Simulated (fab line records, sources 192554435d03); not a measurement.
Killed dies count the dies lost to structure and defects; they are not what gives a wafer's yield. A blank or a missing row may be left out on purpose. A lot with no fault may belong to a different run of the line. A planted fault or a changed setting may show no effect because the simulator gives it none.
Which tool was responsible? / flow n5Finfet / Sampling: 15 lots, 45 wafers, 6 of 1938 route steps

== WHAT THE GAUGES SHOWED, per wafer ==
N5_BEOL_M2_THK_MEAS_01. Usual: M2_ILD_THK typically reads 78.9 nm, with standard deviation 1.1.
lot=L529; measured=day 6 20:23; on=filmMetro-01; M2_ILD_THK (nm)=74.8 76.9 77.9; flag=
lot=L530; measured=day 7 00:18; on=filmMetro-01; M2_ILD_THK (nm)=80.5 82.2 81.3; flag=
lot=L533; measured=day 7 22:13; on=filmMetro-01; M2_ILD_THK (nm)=78.7 78.9 80.0; flag=
lot=L532; measured=day 7 23:10; on=filmMetro-02; M2_ILD_THK (nm)=77.8 79.2 80.1; flag=
lot=L535; measured=day 8 06:24; on=filmMetro-01; M2_ILD_THK (nm)=78.0 80.1 79.6; flag=
lot=L536; measured=day 8 07:22; on=filmMetro-02; M2_ILD_THK (nm)=77.2 76.4 77.2; flag=
lot=L537; measured=day 8 15:05; on=filmMetro-02; M2_ILD_THK (nm)=79.4 79.1 80.2; flag=
lot=L539; measured=day 9 05:16; on=filmMetro-01; M2_ILD_THK (nm)=78.5 78.2 79.0; flag=
lot=L541; measured=day 9 17:41; on=filmMetro-02; M2_ILD_THK (nm)=79.0 79.2 80.0; flag=
lot=L545; measured=day 10 11:38; on=filmMetro-01; M2_ILD_THK (nm)=77.7 77.7 77.6; flag=
lot=L546; measured=day 10 23:01; on=filmMetro-01; M2_ILD_THK (nm)=79.3 77.1 77.0; flag=
lot=L547; measured=day 11 05:10; on=filmMetro-02; M2_ILD_THK (nm)=77.7 79.7 79.4; flag=
lot=L549; measured=day 11 14:53; on=filmMetro-01; M2_ILD_THK (nm)=77.8 78.0 78.7; flag=
lot=L550; measured=day 11 19:24; on=filmMetro-01; M2_ILD_THK (nm)=77.8 78.1 79.8; flag=
lot=L551; measured=day 12 02:51; on=filmMetro-02; M2_ILD_THK (nm)=78.7 77.0 78.9; flag=

N5_BEOL_M2_INSPECT_13: inspects for defects (brightfield). Usual: rawDefectCount reads 423 (standard deviation 100).
lot=L529; measured=day 6 22:26; on=defectInspect-02; rawDefectCount=268 394 258; flag=
lot=L530; measured=day 7 01:41; on=defectInspect-02; rawDefectCount=469 453 479; flag=
lot=L533; measured=day 7 23:39; on=defectInspect-01; rawDefectCount=856 498 615; flag=
lot=L532; measured=day 8 00:23; on=defectInspect-01; rawDefectCount=269 342 261; flag=
lot=L535; measured=day 8 07:17; on=defectInspect-01; rawDefectCount=395 509 411; flag=
lot=L536; measured=day 8 08:42; on=defectInspect-01; rawDefectCount=504 458 475; flag=
lot=L537; measured=day 8 15:53; on=defectInspect-02; rawDefectCount=387 357 373; flag=
lot=L539; measured=day 9 06:44; on=defectInspect-01; rawDefectCount=680 386 375; flag=
lot=L541; measured=day 9 23:55; on=defectInspect-02; rawDefectCount=391 310 343; flag=
lot=L545; measured=day 10 12:53; on=defectInspect-02; rawDefectCount=327 373 412; flag=
lot=L546; measured=day 10 23:36; on=defectInspect-02; rawDefectCount=369 262 389; flag=
lot=L547; measured=day 11 07:07; on=defectInspect-02; rawDefectCount=335 326 251; flag=
lot=L549; measured=day 11 15:52; on=defectInspect-02; rawDefectCount=379 512 358; flag=
lot=L550; measured=day 11 20:51; on=defectInspect-01; rawDefectCount=315 438 350; flag=
lot=L551; measured=day 12 04:08; on=defectInspect-01; rawDefectCount=354 385 452; flag=

N5_BEOL_M2_CD_MEAS_18: pitch 36 nm, target cd 18 nm. Usual: cdNm reads 18.2 nm (standard deviation 0.37).
lot=L529; measured=day 6 22:55; on=cdSem-03; cdNm (nm)=18.0 18.7 17.9; flag=
lot=L530; measured=day 7 02:30; on=cdSem-02; cdNm (nm)=17.9 18.0 18.3; flag=
lot=L533; measured=day 8 00:15; on=cdSem-02; cdNm (nm)=18.0 17.7 18.2; flag=
lot=L532; measured=day 8 01:15; on=cdSem-03; cdNm (nm)=18.3 17.9 17.8; flag=
lot=L535; measured=day 8 07:46; on=cdSem-01; cdNm (nm)=18.0 18.4 18.5; flag=
lot=L536; measured=day 8 09:11; on=cdSem-03; cdNm (nm)=18.1 18.4 18.1; flag=
lot=L537; measured=day 8 16:46; on=cdSem-01; cdNm (nm)=18.2 18.9 17.8; flag=
lot=L539; measured=day 9 07:14; on=cdSem-01; cdNm (nm)=18.5 18.1 19.5; flag=
lot=L541; measured=day 10 00:23; on=cdSem-02; cdNm (nm)=18.1 17.8 18.3; flag=
lot=L545; measured=day 10 13:23; on=cdSem-02; cdNm (nm)=- - -; flag=OFF
lot=L546; measured=day 11 00:05; on=cdSem-02; cdNm (nm)=- - -; flag=OFF
lot=L547; measured=day 11 07:46; on=cdSem-01; cdNm (nm)=- - -; flag=OFF
lot=L549; measured=day 11 16:20; on=cdSem-01; cdNm (nm)=18.0 18.3 18.6; flag=
lot=L550; measured=day 11 21:21; on=cdSem-03; cdNm (nm)=18.1 17.7 17.4; flag=
lot=L551; measured=day 12 04:36; on=cdSem-02; cdNm (nm)=18.8 18.8 18.1; flag=

N5_BEOL_M4_RC_MEAS_101. Usual: DIBL_N 35.8 mV/V, standard deviation 1.8; DIBL_P 35.6 mV/V, standard deviation 2; IOFF_N 0.148 nA/um, standard deviation 0.028; IOFF_P 0.20 nA/um, standard deviation 0.034; ION_N 672 uA/um, standard deviation 12; ION_P 462 uA/um, standard deviation 8.5; SS_N 71.2 mV/dec, standard deviation 0.65; SS_P 73.1 mV/dec, standard deviation 0.67; VT_N 251 mV, standard deviation 3.3; VT_P -251 mV, standard deviation 3.8.
lot=L529; measured=day 8 02:58; on=prober-01; DIBL_N (mV/V)=37.7 36.9 36.8; DIBL_P (mV/V)=38.6 36.7 37.4; IOFF_N (nA/um)=0.156 0.151 0.145; IOFF_P (nA/um)=0.22 0.20 0.21; ION_N (uA/um)=647 672 674; ION_P (uA/um)=451 461 464; SS_N (mV/dec)=72.1 70.9 70.4; SS_P (mV/dec)=73.9 72.5 73.5; VT_N (mV)=252 252 250; VT_P (mV)=-247 -248 -248; flag=
lot=L530; measured=day 8 00:16; on=prober-01; DIBL_N (mV/V)=35.3 34.6 35.5; DIBL_P (mV/V)=35.9 34.8 35.3; IOFF_N (nA/um)=0.161 0.154 0.159; IOFF_P (nA/um)=0.22 0.20 0.22; ION_N (uA/um)=685 675 682; ION_P (uA/um)=471 462 471; SS_N (mV/dec)=71.8 71.3 72.4; SS_P (mV/dec)=73.3 73.1 72.5; VT_N (mV)=252 250 252; VT_P (mV)=-248 -248 -248; flag=
lot=L533; measured=day 9 04:34; on=prober-01; DIBL_N (mV/V)=37.6 37.9 36.8; DIBL_P (mV/V)=36.9 37.5 35.5; IOFF_N (nA/um)=0.169 0.162 0.147; IOFF_P (nA/um)=0.20 0.22 0.18; ION_N (uA/um)=693 684 675; ION_P (uA/um)=465 461 462; SS_N (mV/dec)=71.9 71.7 71.4; SS_P (mV/dec)=73.8 74.0 72.9; VT_N (mV)=245 247 251; VT_P (mV)=-252 -249 -254; flag=
lot=L532; measured=day 9 07:14; on=prober-01; DIBL_N (mV/V)=36.3 35.4 36.7; DIBL_P (mV/V)=37.7 38.2 37.9; IOFF_N (nA/um)=0.161 0.152 0.165; IOFF_P (nA/um)=0.19 0.20 0.19; ION_N (uA/um)=686 674 671; ION_P (uA/um)=464 463 461; SS_N (mV/dec)=71.5 71.5 71.0; SS_P (mV/dec)=72.9 72.6 73.1; VT_N (mV)=250 252 250; VT_P (mV)=-256 -254 -256; flag=
lot=L535; measured=day 9 10:25; on=prober-01; DIBL_N (mV/V)=38.1 37.8 37.9; DIBL_P (mV/V)=36.8 36.6 36.3; IOFF_N (nA/um)=0.191 0.178 0.174; IOFF_P (nA/um)=0.26 0.26 0.23; ION_N (uA/um)=692 686 685; ION_P (uA/um)=481 475 468; SS_N (mV/dec)=71.9 71.9 71.4; SS_P (mV/dec)=72.9 73.2 73.2; VT_N (mV)=247 247 248; VT_P (mV)=-244 -242 -246; flag=
lot=L536; measured=day 9 12:13; on=prober-01; DIBL_N (mV/V)=33.9 36.2 36.4; DIBL_P (mV/V)=31.6 35.5 35.4; IOFF_N (nA/um)=0.107 0.157 0.153; IOFF_P (nA/um)=0.17 0.23 0.22; ION_N (uA/um)=652 682 667; ION_P (uA/um)=459 474 462; SS_N (mV/dec)=70.5 71.4 71.6; SS_P (mV/dec)=72.6 73.2 73.1; VT_N (mV)=255 250 250; VT_P (mV)=-251 -246 -247; flag=
lot=L537; measured=day 10 02:16; on=prober-02; DIBL_N (mV/V)=34.6 35.9 35.2; DIBL_P (mV/V)=34.3 35.7 34.7; IOFF_N (nA/um)=0.121 0.136 0.137; IOFF_P (nA/um)=0.19 0.21 0.19; ION_N (uA/um)=663 674 677; ION_P (uA/um)=457 467 468; SS_N (mV/dec)=70.1 71.3 70.8; SS_P (mV/dec)=73.5 72.8 72.4; VT_N (mV)=253 252 250; VT_P (mV)=-249 -247 -249; flag=
lot=L539; measured=day 10 15:32; on=prober-01; DIBL_N (mV/V)=35.1 35.3 34.7; DIBL_P (mV/V)=34.7 35.3 34.5; IOFF_N (nA/um)=0.135 0.146 0.150; IOFF_P (nA/um)=0.18 0.18 0.18; ION_N (uA/um)=666 673 697; ION_P (uA/um)=458 456 468; SS_N (mV/dec)=71.8 71.5 70.6; SS_P (mV/dec)=71.9 72.5 72.7; VT_N (mV)=252 249 248; VT_P (mV)=-251 -251 -251; flag=
lot=L541; measured=day 11 07:08; on=prober-02; DIBL_N (mV/V)=39.7 36.7 38.2; DIBL_P (mV/V)=38.6 35.2 37.0; IOFF_N (nA/um)=0.244 0.162 0.192; IOFF_P (nA/um)=0.31 0.25 0.27; ION_N (uA/um)=677 668 669; ION_P (uA/um)=467 468 459; SS_N (mV/dec)=73.2 72.6 72.4; SS_P (mV/dec)=74.3 73.2 74.0; VT_N (mV)=245 252 248; VT_P (mV)=-242 -243 -248; flag=
lot=L549; measured=day 13 02:19; on=prober-01; DIBL_N (mV/V)=38.6 37.8 38.0; DIBL_P (mV/V)=41.2 39.5 39.9; IOFF_N (nA/um)=0.200 0.181 0.183; IOFF_P (nA/um)=0.27 0.24 0.25; ION_N (uA/um)=678 684 682; ION_P (uA/um)=464 462 472; SS_N (mV/dec)=72.5 71.2 72.0; SS_P (mV/dec)=74.2 73.9 74.1; VT_N (mV)=245 247 250; VT_P (mV)=-247 -249 -247; flag=
lot=L550; measured=day 13 18:52; on=prober-02; DIBL_N (mV/V)=35.8 38.4 35.3; DIBL_P (mV/V)=35.0 37.4 33.1; IOFF_N (nA/um)=0.147 0.197 0.138; IOFF_P (nA/um)=0.19 0.24 0.18; ION_N (uA/um)=677 691 682; ION_P (uA/um)=463 478 464; SS_N (mV/dec)=71.3 71.6 71.0; SS_P (mV/dec)=72.4 72.5 71.9; VT_N (mV)=250 246 254; VT_P (mV)=-248 -247 -250; flag=
lot=L551; measured=day 13 22:43; on=prober-02; DIBL_N (mV/V)=34.5 35.1 35.3; DIBL_P (mV/V)=34.1 35.6 35.2; IOFF_N (nA/um)=0.145 0.163 0.164; IOFF_P (nA/um)=0.19 0.21 0.21; ION_N (uA/um)=673 687 692; ION_P (uA/um)=471 470 469; SS_N (mV/dec)=70.7 70.5 70.9; SS_P (mV/dec)=72.4 72.9 72.9; VT_N (mV)=249 246 247; VT_P (mV)=-249 -247 -247; flag=

== TOOL THAT RAN EACH LOT (tool first, then ch and the chambers of the sampled wafers, then the start) ==
lot=L529; N5_BEOL_M1_CO_CAP_55=cvdCo-02 ch 0,1,2, day 6 20:04; N5_BEOL_M2_HM_OPEN_17=rieMetal-02 ch 0,1, day 6 22:43
lot=L530; N5_BEOL_M1_CO_CAP_55=cvdCo-02 ch 1,2, day 6 23:58; N5_BEOL_M2_HM_OPEN_17=rieMetal-03 ch 0, day 7 02:14
lot=L533; N5_BEOL_M1_CO_CAP_55=cvdCo-02 ch 0,2, day 7 21:55; N5_BEOL_M2_HM_OPEN_17=rieMetal-01 ch 0,1, day 8 00:02
lot=L532; N5_BEOL_M1_CO_CAP_55=cvdCo-02 ch 1,2, day 7 22:52; N5_BEOL_M2_HM_OPEN_17=rieMetal-03 ch 0,1, day 8 01:00
lot=L535; N5_BEOL_M1_CO_CAP_55=cvdCo-02 ch 0,2, day 8 06:02; N5_BEOL_M2_HM_OPEN_17=rieMetal-03 ch 0,1, day 8 07:36
lot=L536; N5_BEOL_M1_CO_CAP_55=cvdCo-02 ch 0,1, day 8 07:01; N5_BEOL_M2_HM_OPEN_17=rieMetal-02 ch 0,1, day 8 08:59
lot=L537; N5_BEOL_M1_CO_CAP_55=cvdCo-01 ch 0,1,2, day 8 14:46; N5_BEOL_M2_HM_OPEN_17=rieMetal-03 ch 0,1, day 8 16:33
lot=L539; N5_BEOL_M1_CO_CAP_55=cvdCo-02 ch 0,1,2, day 9 04:57; N5_BEOL_M2_HM_OPEN_17=rieMetal-02 ch 0,1, day 9 07:01
lot=L541; N5_BEOL_M1_CO_CAP_55=cvdCo-01 ch 0,1, day 9 17:20; N5_BEOL_M2_HM_OPEN_17=rieMetal-01 ch 0,1, day 10 00:12
lot=L545; N5_BEOL_M1_CO_CAP_55=cvdCo-01 ch 0,1, day 10 11:20; N5_BEOL_M2_HM_OPEN_17=rieMetal-02 ch 0,1, day 10 13:10
lot=L546; N5_BEOL_M1_CO_CAP_55=cvdCo-02 ch 0,2, day 10 22:41; N5_BEOL_M2_HM_OPEN_17=rieMetal-03 ch 0,1, day 10 23:54
lot=L547; N5_BEOL_M1_CO_CAP_55=cvdCo-02 ch 1,2, day 11 04:51; N5_BEOL_M2_HM_OPEN_17=rieMetal-01 ch 0,1, day 11 07:24
lot=L549; N5_BEOL_M1_CO_CAP_55=cvdCo-01 ch 0,1,2, day 11 14:33; N5_BEOL_M2_HM_OPEN_17=rieMetal-03 ch 0,1, day 11 16:09
lot=L550; N5_BEOL_M1_CO_CAP_55=cvdCo-02 ch 0,1,2, day 11 19:04; N5_BEOL_M2_HM_OPEN_17=rieMetal-02 ch 0,1, day 11 21:08
lot=L551; N5_BEOL_M1_CO_CAP_55=cvdCo-02 ch 1,2, day 12 02:31; N5_BEOL_M2_HM_OPEN_17=rieMetal-01 ch 0,1, day 12 04:25
- N5_BEOL_M1_CO_CAP_55: material Co, precursor CCTBA/H2, target thk 2 nm, time 102.1 s.
- N5_BEOL_M2_HM_OPEN_17: chemistry Cl2/BCl3, target TiN, target depth 20 nm, overetch 6 nm.

== WHAT THE TOOLS THEMSELVES READ (means of the sampled wafers that have a number; where no wafer has one, the mark that the record gives instead) ==
N5_BEOL_M1_CO_CAP_55. Usual: heaterPowerW reads 231 W (standard deviation 9.6).
lot=L529; tool=cvdCo-02; heaterPowerW (W)=235; flag=
lot=L530; tool=cvdCo-02; heaterPowerW (W)=237; flag=
lot=L533; tool=cvdCo-02; heaterPowerW (W)=238; flag=
lot=L532; tool=cvdCo-02; heaterPowerW (W)=230; flag=
lot=L535; tool=cvdCo-02; heaterPowerW (W)=243; flag=
lot=L536; tool=cvdCo-02; heaterPowerW (W)=229; flag=
lot=L537; tool=cvdCo-01; heaterPowerW (W)=225; flag=
lot=L539; tool=cvdCo-02; heaterPowerW (W)=232; flag=
lot=L541; tool=cvdCo-01; heaterPowerW (W)=231; flag=
lot=L545; tool=cvdCo-01; heaterPowerW (W)=235; flag=
lot=L546; tool=cvdCo-02; heaterPowerW (W)=235; flag=
lot=L547; tool=cvdCo-02; heaterPowerW (W)=228; flag=
lot=L549; tool=cvdCo-01; heaterPowerW (W)=232; flag=
lot=L550; tool=cvdCo-02; heaterPowerW (W)=233; flag=
lot=L551; tool=cvdCo-02; heaterPowerW (W)=232; flag=

N5_BEOL_M2_HM_OPEN_17. Usual: bcl3FlowSccm 21.75 sccm, standard deviation 0.067; biasW 126.0 W, standard deviation 0.37; drypumpMotorCurrentA 5.6 A, standard deviation 0.36; heBacksideLeakSccm 3.4 sccm, standard deviation 0.32; oesProductAu 0.71 a.u., standard deviation 0.088; throttleValvePct 22.08 %, standard deviation 0.15.
lot=L529; tool=rieMetal-02; bcl3FlowSccm (sccm)=21.70; biasW (W)=126.2; drypumpMotorCurrentA (A)=5.9; heBacksideLeakSccm (sccm)=3.5; oesProductAu (a.u.)=0.66; throttleValvePct (%)=22.24; flag=
lot=L530; tool=rieMetal-03; bcl3FlowSccm (sccm)=21.75; biasW (W)=125.9; drypumpMotorCurrentA (A)=5.6; heBacksideLeakSccm (sccm)=3.4; oesProductAu (a.u.)=0.70; throttleValvePct (%)=22.02; flag=
lot=L533; tool=rieMetal-01; bcl3FlowSccm (sccm)=21.73; biasW (W)=126.2; drypumpMotorCurrentA (A)=5.3; heBacksideLeakSccm (sccm)=3.3; oesProductAu (a.u.)=0.76; throttleValvePct (%)=21.95; flag=
lot=L532; tool=rieMetal-03; bcl3FlowSccm (sccm)=21.69; biasW (W)=126.1; drypumpMotorCurrentA (A)=5.7; heBacksideLeakSccm (sccm)=3.4; oesProductAu (a.u.)=0.75; throttleValvePct (%)=21.97; flag=
lot=L535; tool=rieMetal-03; bcl3FlowSccm (sccm)=21.75; biasW (W)=126.2; drypumpMotorCurrentA (A)=5.7; heBacksideLeakSccm (sccm)=3.3; oesProductAu (a.u.)=0.74; throttleValvePct (%)=21.98; flag=
lot=L536; tool=rieMetal-02; bcl3FlowSccm (sccm)=21.75; biasW (W)=125.8; drypumpMotorCurrentA (A)=5.6; heBacksideLeakSccm (sccm)=3.3; oesProductAu (a.u.)=0.73; throttleValvePct (%)=22.33; flag=
lot=L537; tool=rieMetal-03; bcl3FlowSccm (sccm)=21.78; biasW (W)=125.9; drypumpMotorCurrentA (A)=5.7; heBacksideLeakSccm (sccm)=3.3; oesProductAu (a.u.)=0.74; throttleValvePct (%)=21.98; flag=
lot=L539; tool=rieMetal-02; bcl3FlowSccm (sccm)=21.74; biasW (W)=126.0; drypumpMotorCurrentA (A)=5.6; heBacksideLeakSccm (sccm)=3.3; oesProductAu (a.u.)=0.72; throttleValvePct (%)=22.33; flag=
lot=L541; tool=rieMetal-01; bcl3FlowSccm (sccm)=21.82; biasW (W)=125.9; drypumpMotorCurrentA (A)=5.4; heBacksideLeakSccm (sccm)=3.3; oesProductAu (a.u.)=0.75; throttleValvePct (%)=21.97; flag=
lot=L545; tool=rieMetal-02; bcl3FlowSccm (sccm)=-; biasW (W)=-; drypumpMotorCurrentA (A)=-; heBacksideLeakSccm (sccm)=-; oesProductAu (a.u.)=-; throttleValvePct (%)=-; flag=OFF
lot=L546; tool=rieMetal-03; bcl3FlowSccm (sccm)=-; biasW (W)=-; drypumpMotorCurrentA (A)=-; heBacksideLeakSccm (sccm)=-; oesProductAu (a.u.)=-; throttleValvePct (%)=-; flag=OFF
lot=L547; tool=rieMetal-01; bcl3FlowSccm (sccm)=-; biasW (W)=-; drypumpMotorCurrentA (A)=-; heBacksideLeakSccm (sccm)=-; oesProductAu (a.u.)=-; throttleValvePct (%)=-; flag=OFF
lot=L549; tool=rieMetal-03; bcl3FlowSccm (sccm)=21.79; biasW (W)=126.0; drypumpMotorCurrentA (A)=5.7; heBacksideLeakSccm (sccm)=3.6; oesProductAu (a.u.)=0.70; throttleValvePct (%)=22.01; flag=
lot=L550; tool=rieMetal-02; bcl3FlowSccm (sccm)=21.79; biasW (W)=126.4; drypumpMotorCurrentA (A)=5.6; heBacksideLeakSccm (sccm)=3.5; oesProductAu (a.u.)=0.70; throttleValvePct (%)=22.34; flag=
lot=L551; tool=rieMetal-01; bcl3FlowSccm (sccm)=21.78; biasW (W)=125.8; drypumpMotorCurrentA (A)=5.4; heBacksideLeakSccm (sccm)=3.3; oesProductAu (a.u.)=0.73; throttleValvePct (%)=21.99; flag=

== THE ANSWER, worked out from the rows above alone ==
Rule: a lot is off if the mean of its wafers that have a number lies more than 3 standard deviations from the usual mean. Also off: a lot with no number at a reading for which 4 or more lots have one. The other lots that the step has rows for count as sound. First the gauges in route order, then the tools' own readings, where a lot's mean is used as printed above. At the first step where some lot is off, the reading lying furthest off is the one used; lots without a number count as furthest.
Off at N5_BEOL_M2_CD_MEAS_18 (cdNm): L545, L546, L547. Without a number there: L545, L546, L547.
A tool fits if, at a process step before that reading, it ran every lot that is off, and no sound lot after the first of them. The gauges at N5_BEOL_M2_CD_MEAS_18 aren't tried: what is off there is off at N5_BEOL_M2_HM_OPEN_17 too, on other tools, and a gauge's error can't cause that. Of those tried, none fits.

== WHAT THE SIMULATOR PUT IN ==
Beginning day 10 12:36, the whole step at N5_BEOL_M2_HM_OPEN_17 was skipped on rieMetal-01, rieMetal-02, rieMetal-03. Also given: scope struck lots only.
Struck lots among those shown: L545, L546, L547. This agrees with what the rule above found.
